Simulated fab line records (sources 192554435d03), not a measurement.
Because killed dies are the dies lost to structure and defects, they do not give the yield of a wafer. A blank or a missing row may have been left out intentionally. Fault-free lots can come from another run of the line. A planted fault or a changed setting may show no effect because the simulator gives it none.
Matching of chambers ; flow n5_finfet ; 4 sister chambers for N5_DUMMY_GATE_CMP_04 on cmp-04
The step polishes a-Si. 4 wafers are shown with their chamber, then 10 later ones without.

== EACH WAFER AND ITS CHAMBER ==
wafer;chamber;motor_current_A (A)
L089.3;1;11.7
L089.5;3;10.0
L090.1;2;9.0
L090.2;0;9.3

== WAFERS WITH NO CHAMBER GIVEN ==
wafer;motor_current_A (A)
L090.3;12.2
L091.1;9.0
L091.2;11.5
L091.5;9.4
L092.1;9.5
L092.4;12.3
L092.5;9.7
L094.2;8.9
L094.3;12.7
L094.5;10.3

== WHICH CHAMBER EACH WENT THROUGH ==
wafer;from the rows above;in truth
L090.3;1;1
L091.1;can't be placed: 2 or 0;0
L091.2;1;1
L091.5;can't be placed: 0 or 2 or 3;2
L092.1;can't be placed: 0 or 2 or 3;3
L092.4;1;1
L092.5;can't be placed: 3 or 0 or 2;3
L094.2;can't be placed: 2 or 0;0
L094.3;1;1
L094.5;can't be placed: 3 or 0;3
Correct placement for 4 of the 10. Can't be placed from these rows: 6 (the true chamber is among the candidates in 6). Placed wrongly: 0.
How it was worked out, from the rows above alone: a wafer's distance from a chamber is the root of the sum, over the readings, of the square of ((its reading less the chamber's mean) divided by the reading's scatter). If the next closest chamber is less than 2 further off than the closest, the wafer can't be placed; otherwise it belongs to the closest. A chamber's mean is the mean of its shown wafers. The scatter: with one shown wafer a chamber, the root of the mean of the squares of how far each hidden wafer lies from its nearest shown one.
